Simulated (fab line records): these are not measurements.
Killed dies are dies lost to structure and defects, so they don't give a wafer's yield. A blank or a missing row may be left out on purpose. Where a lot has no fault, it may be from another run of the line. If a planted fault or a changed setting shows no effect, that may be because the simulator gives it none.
3 desks looking at one fault ; flow n5 finfet ; each desk has only its own numbers; what lay behind them comes last

== THE DEFECT DESK ==
For each lot, the counts of the inspections along the route, averaged over the sampled wafers that have a number. If a lot's mean is further than 4 standard deviations from the usual mean, the lot is out of limits and carries the mark OUT (the distance appears in the brackets).
Columns: A = raw defect count at N5_BEOL_M8_INSPECT_58, usual 76
lot;first seen here;A
L890;day 11 23:37;83
L893;day 12 05:43;49
L895;day 12 07:52;93
L891;day 12 12:52;46
L897;day 13 04:37;40
L899;day 13 07:05;59
L905;day 15 08:46;70
L907;day 15 10:20;80
L909;day 16 07:58;95
L912;day 17 06:49;83
Result from this desk: across the 10 lots, nothing is out of limits.

== THE TOOL OWNER'S DESK: pecvd-03 ==
The tool's own readings at N5_BEOL_M8_PECVD_70 (deposits SiO2 from TEOS/O2, target thk 20 nm, time 22.7 s): means of the sampled wafers that have a number, for each lot that ran on this tool. If a lot's mean is further than 4 standard deviations from the usual mean, the lot is out of limits and carries the mark OUT (the distance appears in the brackets).
Columns: A = heater power w at N5_BEOL_M8_PECVD_70, usual 760 W; B = showerhead plenum p Torr at N5_BEOL_M8_PECVD_70, usual 8.76 Torr; C = throttle valve pct at N5_BEOL_M8_PECVD_70, usual 22.4 %
lot;first seen here;A;B;C
L891;day 12 03:35;694;8.80;20.5
L897;day 12 21:36;735;8.78;21.8
L899;day 13 00:22;695;8.76;22.1
L907;day 15 02:52;713;8.79;22.0
Result from this desk: across the 4 lots, nothing is out of limits.

== FROM THE METROLOGY DESK ==
Lot by lot, what the gauges showed, no matter which tool ran the lot: averages of those sampled wafers that carry a number. If a lot's mean is further than 4 standard deviations from the usual mean, the lot is out of limits and carries the mark OUT (the distance appears in the brackets).
Columns: A = cd nm at N5_BEOL_M8_CD_MEAS_28, usual 40.02 nm
lot;first seen here;A
L890;day 11 20:46;39.93
L893;day 12 02:28;39.88
L895;day 12 04:28;40.27
L891;day 12 08:56;39.94
L897;day 13 01:35;39.94
L899;day 13 03:52;39.97
L905;day 15 05:17;39.91
L907;day 15 06:37;39.82
L909;day 16 04:58;39.98
L912;day 17 03:04;40.16
Result from this desk: across the 10 lots, nothing is out of limits.

== BROUGHT TOGETHER ==
No out-of-limits result turned up at the defect desk.
The tool owner's desk saw nothing out of limits.
The metrology desk saw nothing out of limits.

== WHAT THE SIMULATOR HAD INSERTED ==
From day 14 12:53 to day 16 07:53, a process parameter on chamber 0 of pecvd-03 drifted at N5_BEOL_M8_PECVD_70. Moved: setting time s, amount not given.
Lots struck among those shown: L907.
